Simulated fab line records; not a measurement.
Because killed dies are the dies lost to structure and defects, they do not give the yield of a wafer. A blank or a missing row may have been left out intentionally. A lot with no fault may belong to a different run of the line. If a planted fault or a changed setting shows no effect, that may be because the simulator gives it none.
Chamber matching ; flow nand harc ; cmp-04 running NHARC_A_STAIRCASE_CMP_450: 4 sister chambers
The step polishes SiO2, target thk 200 nm. 14 wafers are shown with their chamber, then 7 later ones without.

WAFERS, EACH WITH ITS CHAMBER
wafer;chamber;motor current A (A)
L074.3;2;11.1
L074.4;3;13.1
L074.6;2;10.4
L076.4;1;11.4
L076.5;1;12.0
L076.6;0;11.8
L079.1;0;11.6
L079.3;1;11.3
L079.5;0;11.4
L089.2;1;11.4
L089.3;3;13.6
L089.5;0;11.6
L093.4;3;13.4
L093.5;2;10.7

SIGNATURES (averages over the wafers above)
reading;chamber 0;chamber 1;chamber 2;chamber 3;scatter within a chamber
motor current A;11.600;11.525;10.733;13.367;0.276
Rule: a wafer lies at a distance from a chamber equal to the root of the sum of squares, over the readings, of (its reading less the chamber's mean, divided by the reading's scatter). The wafer belongs to the nearest chamber; if the next one is less than 2 further off, it can't be placed. How the scatter is found: for the shown wafers, subtract from each reading the mean of its chamber, square and add these, divide the total by (wafers less chambers), then take the root.

WAFERS MISSING THEIR CHAMBER
wafer;motor current A (A)
L093.6;13.8
L095.1;11.8
L095.2;10.9
L095.6;11.2
L097.1;11.3
L097.2;12.2
L097.5;13.1

EACH ONE'S CHAMBER
wafer;from the rows above;in truth
L093.6;3;3
L095.1;can't be placed: 0 or 1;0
L095.2;can't be placed: 2 or 1 or 0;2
L095.6;can't be placed: 1 or 0 or 2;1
L097.1;can't be placed: 1 or 0 or 2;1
L097.2;can't be placed: 0 or 1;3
L097.5;3;3
Correctly placed: 2 of 7. Can't be placed from these rows: 5 (the true chamber is among the candidates in 4). 0 placed wrongly.
